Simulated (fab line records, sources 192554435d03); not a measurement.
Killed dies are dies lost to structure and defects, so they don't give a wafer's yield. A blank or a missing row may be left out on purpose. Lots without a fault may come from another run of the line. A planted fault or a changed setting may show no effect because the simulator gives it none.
fab line records | flow n5_finfet | part 2 of 2: steps 21 to 25 of 25
record lots=5 wafers=15 last_day=17
route steps=1938 shown TV_OPEN@1887 PAD_METAL@1893 PASSIVATION@1897
lots that met no fault: from a run of the same line without faults
start_h: hours from the record's first day to the start of the lot's first wafer shown | wait_h: hours since the lot's step before | " the same as in the row above | L1.1+2: a row that stands for several wafers | - no value, or no start given | * or withheld: withheld | < > ~ a bound
route shown NAME@n: a module of which the file shows steps, and the number in the route of the first | usual: mean/standard deviation of fault-free wafers | same: alike in all rows | chamber/n: place in a boat | sites: the reading at each site | _std_site: their standard deviation | _edge_site: outer sites' mean less inner sites' | radius_mm: how far each site lies from the wafer's centre | mask NAME#n: copy n | behind: the tool/chamber that last shaped the wafer | hold: why the lot was held/for how many hours/how that ended | device: the transistor (n, p or np) that didn't switch | end of line: the same wafers' tests at the end of the route | a step without rows: its recipe alone | killed: dies lost to structure and defects at the first sort, not the wafer's yield | map: a wafer's dies, x killed, . not, _ none there
set.NAME: the setting as run; set.NAME@STEP: as run at that earlier step | model.NAME: the simulator's own value behind a step, which no gauge read
lots at some steps of the route; a table a step, a row a wafer
services: from which hour (start_h, from the record's first day; less than 0 if before it) a tool's chamber was out of use, for how many hours, and why
## steps
# step N5_PASSIVATION_INSPECT_64
# recipe mode=adi inspect_instrument=macro
# usual raw_defect_count=1.9/1.3
# columns lot.wafer tool chamber start_h wait_h raw_defect_count
L082.1 defect_inspect-01 - 328.48 0.0 2
L082.2 " - " " 2
L082.6 " - " " 3
L085.1 defect_inspect-02 - 336.40 0.0 2
L085.3 " - " " 0
L085.6 " - " " 2
L086.1 defect_inspect-01 - 344.81 0.0 3
L086.3 " - " " 1
L086.5 " - " " 2
L089.2 defect_inspect-02 - 358.02 0.0 1
L089.5 " - " " 2
L089.6 " - " " 2
L097.3 defect_inspect-02 - 406.34 0.0 4
L097.5 " - " " 1
L097.6 " - " " 0
# step N5_PASSIVATION_DESCUM_32
# recipe chemistry=O2 time_s=7.9 source_power_w=50 bias_power_w=20 pressure_mtorr=20 rf_frequency_hz=2.712e+07 temp_c=40 o2_flow_sccm=225
# usual chamber_pressure_mTorr=20.002/0.019 drypump_motor_current_A=6.0/0.36 oes_product_au=0.81/0.085 rf_vpp_V=243.1/1.1 showerhead_plenum_p_Torr=2.08/0.051 temp_c=40.02/0.12 throttle_valve_pct=20.40/0.21
# columns lot.wafer tool chamber start_h wait_h chamber_pressure_mTorr drypump_motor_current_A oes_product_au rf_hours_counter_h rf_vpp_V showerhead_plenum_p_Torr temp_c throttle_valve_pct
L082.1 rie_diel-03 0 328.52 0.0 20.035 5.5 0.92 26 243.7 2.13 40.14 20.06
L082.2 " 2 " " 20.034 5.8 0.67 238 244.2 2.06 40.19 20.68
L082.6 " 2 " " 20.034 5.8 0.67 - 243.2 2.06 40.10 20.68
L085.1 rie_diel-04 3 336.44 0.0 19.983 6.0 0.86 55 242.5 2.04 40.13 20.26
L085.3 " 1 " " 19.986 5.7 0.71 197 245.9 2.16 40.05 20.71
L085.6 " 1 " " 20.025 5.7 0.73 - 244.6 2.16 40.08 20.72
L086.1 rie_diel-03 3 345.01 0.2 20.001 6.1 0.90 43 242.9 2.03 40.12 20.17
L086.3 " 1 " " 20.002 6.0 0.86 42 241.3 2.04 40.11 20.41
L086.5 " 0 " " 19.964 5.5 0.92 - 244.2 2.13 40.08 20.08
L089.2 rie_diel-03 3 358.28 0.3 20.018 6.1 0.90 48 242.3 2.03 39.97 20.18
L089.5 " 3 " " 19.984 6.1 0.89 - 242.1 2.03 39.98 20.17
L089.6 " 0 " " 19.998 5.5 0.91 - 243.0 2.13 40.08 20.08
L097.3 rie_diel-01 0 406.43 0.1 20.005 6.5 0.77 120 244.7 2.18 39.88 20.61
L097.5 " 1 " " 19.957 6.6 0.93 - 243.9 2.04 39.90 20.33
L097.6 " 2 " " 20.036 5.9 0.69 - 244.2 2.06 39.87 20.39
# step N5_PASSIVATION_AL_ETCH_33
# recipe chemistry=Cl2/BCl3 target_depth_a=28000 over_etch_frac=0.15 Cl2_flow_sccm=180 bcl3_flow_sccm=60 target=Al stop_on=TaN time_s=466.7 ion_energy_ev=100 pressure_mtorr=10 icp_w=900 bias_w=100
# usual bias_w=99.96/0.27 chamber_pressure_mTorr=9.999/0.0091 drypump_motor_current_A=5.8/0.44 oes_product_au=0.71/0.076 throttle_valve_pct=34.17/0.15
# columns lot.wafer tool chamber start_h wait_h bias_w chamber_pressure_mTorr drypump_motor_current_A oes_product_au rf_hours_counter_h throttle_valve_pct
L082.1 rie_metal-01 0 328.60 0.1 99.86 10.006 5.4 0.60 95 34.30
L082.2 " 1 " " 99.78 9.988 5.3 0.81 4 33.95
L082.6 " 0 " " 99.70 9.991 5.5 0.60 - 34.31
L085.1 rie_metal-01 1 336.53 0.1 99.59 10.008 5.3 0.80 5 33.95
L085.3 " 0 " " 99.63 10.005 5.4 0.61 - 34.30
L085.6 " 0 " " 99.48 10.009 5.4 0.60 - 34.29
L086.1 rie_metal-01 1 345.09 0.1 100.02 9.999 5.3 0.79 6 33.98
L086.3 " 0 " " 100.42 10.003 5.4 0.59 - 34.31
L086.5 " 0 " " 100.48 10.010 5.5 0.59 - 34.30
L089.2 rie_metal-03 1 358.42 0.1 100.44 10.002 6.0 0.75 22 34.09
L089.5 " 1 " " 100.49 9.995 6.0 0.75 - 34.10
L089.6 " 0 " " 100.19 9.999 6.5 0.70 - 34.20
L097.3 rie_metal-01 1 406.79 0.3 99.94 10.003 5.3 0.77 - 33.98
L097.5 " 1 " " 100.05 10.000 5.3 0.77 - 34.00
L097.6 " 1 " " 99.75 10.002 5.3 0.77 - 34.00
# step N5_PASSIVATION_ETCH_59
# recipe chemistry=Cl2/BCl3 target=TaN target_depth_a=650 time_s=34.9 ion_energy_ev=100 pressure_mtorr=10 icp_w=900 bias_w=100 Cl2_flow_sccm=60 bcl3_flow_sccm=30
# usual bias_w=100.00/0.29 chamber_pressure_mTorr=10.000/0.0089 drypump_motor_current_A=5.8/0.44 oes_product_au=0.80/0.09 throttle_valve_pct=20.99/0.2
# columns lot.wafer tool chamber start_h wait_h bias_w chamber_pressure_mTorr drypump_motor_current_A oes_product_au rf_hours_counter_h throttle_valve_pct
L082.1 rie_metal-01 0 329.00 0.3 99.87 10.006 5.5 0.67 95 21.26
L082.2 " 1 " " 100.12 10.012 5.3 0.92 4 20.71
L082.6 " 0 " " 99.95 9.995 5.4 0.66 - 21.24
L085.1 rie_metal-01 1 336.93 0.3 100.36 9.989 5.3 0.91 5 20.69
L085.3 " 0 " " 100.39 9.995 5.4 0.67 - 21.22
L085.6 " 0 " " 99.81 10.004 5.5 0.67 - 21.21
L086.1 rie_metal-01 1 345.49 0.3 100.30 10.005 5.3 0.89 6 20.73
L086.3 " 0 " " 100.59 9.997 5.5 0.66 - 21.28
L086.5 " 0 " " 100.60 10.001 5.4 0.66 - 21.25
L089.2 rie_metal-03 1 358.82 0.3 100.06 9.983 5.9 0.83 22 20.93
L089.5 " 1 " " 99.99 10.002 5.9 0.84 - 20.93
L089.6 " 0 " " 100.38 10.001 6.5 0.79 - 21.03
L097.3 rie_metal-01 1 407.39 0.5 99.77 9.994 5.3 0.87 - 20.72
L097.5 " 1 " " 99.72 9.979 5.3 0.88 - 20.72
L097.6 " 1 " " 100.17 9.993 5.3 0.87 - 20.70
# step N5_PASSIVATION_STRIP_34
# recipe chemistry=O2 power_w=600 temp_c=60 pressure_mtorr=30 rf_frequency_hz=6e+07 bias_power_w=0 overash_fraction=2 o2_flow_sccm=225
# usual chamber_pressure_mTorr=30.00/0.088 drypump_motor_current_A=5.9/0.39 oes_product_au=0.81/0.085 rf_vpp_V=3.7/1.7 showerhead_plenum_p_Torr=2.09/0.053 temp_c=60.01/0.13 throttle_valve_pct=16.65/0.24
# columns lot.wafer tool chamber start_h wait_h chamber_pressure_mTorr drypump_motor_current_A oes_product_au rf_hours_counter_h rf_vpp_V showerhead_plenum_p_Torr temp_c throttle_valve_pct
L082.1 rie_diel-04 0 329.13 0.1 30.00 5.4 0.91 21 3.7 2.06 60.19 16.27
L082.2 " 3 " " 30.04 6.0 0.86 52 5.3 2.05 59.99 16.41
L082.6 " 3 " " 29.82 6.0 0.87 - 1.6 2.05 60.10 16.40
L085.1 rie_diel-01 3 337.04 0.1 30.04 6.1 0.79 110 2.3 2.11 59.77 16.86
L085.3 " 0 " " 29.94 6.5 0.81 89 6.0 2.20 60.27 16.77
L085.6 " 2 " " 29.98 5.9 0.71 - 7.5 2.08 60.09 16.65
L086.1 rie_diel-01 3 345.61 0.1 29.99 6.1 0.81 113 5.8 2.11 60.12 16.85
L086.3 " 0 " " 30.02 6.5 0.81 92 8.1 2.20 59.86 16.78
L086.5 " 3 " " 29.93 6.1 0.78 - 5.7 2.11 60.08 16.88
L089.2 rie_diel-04 0 358.94 0.1 30.07 5.4 0.88 32 4.4 2.05 60.00 16.33
L089.5 " 0 " " 29.94 5.4 0.88 - 3.9 2.05 60.10 16.31
L089.6 " 1 " " 29.92 5.7 0.73 - 3.3 2.16 60.10 16.99
L097.3 rie_diel-01 0 407.54 0.1 29.98 6.4 0.78 120 2.3 2.19 60.07 16.87
L097.5 " 2 " " 30.00 5.9 0.68 - 3.9 2.07 60.14 16.71
L097.6 " 1 " " 30.02 6.6 0.92 - 4.5 2.04 60.17 16.53
## services
# columns tool chamber start_h hours kind
rie_diel-06 - 302.99 14.6 pm
wet_bench-05 - 304.00 0.5 repair
rie_diel-02 0 316.48 3.8 repair
rie_diel-06 0 329.38 30.4 repair
rie_diel-02 0 333.06 3.4 repair
rie_diel-03 2 333.64 14.0 repair
rie_metal-03 0 334.30 4.0 repair
rie_diel-06 2 337.79 6.0 repair
pvd_sputter-03 - 340.21 4.5 repair
rie_diel-04 0 346.07 5.5 repair
rie_diel-01 0 350.57 4.9 repair
rie_metal-01 - 351.42 28.1 pm
rie_diel-02 2 359.03 13.7 repair
krf_scanner-01 - 363.51 0.8 pm
rie_diel-01 3 365.79 24.3 repair
rie_diel-05 2 368.61 5.7 repair
krf_scanner-01 - 376.23 1.3 pm
rie_diel-04 - 378.75 4.3 pm
krf_scanner-01 - 379.43 1.0 pm
rie_diel-01 1 381.65 11.7 repair
rie_diel-06 0 383.07 8.4 repair
rie_diel-02 1 385.14 4.4 repair
rie_diel-03 1 393.71 5.3 repair
wet_bench-03 - 394.70 10.4 repair
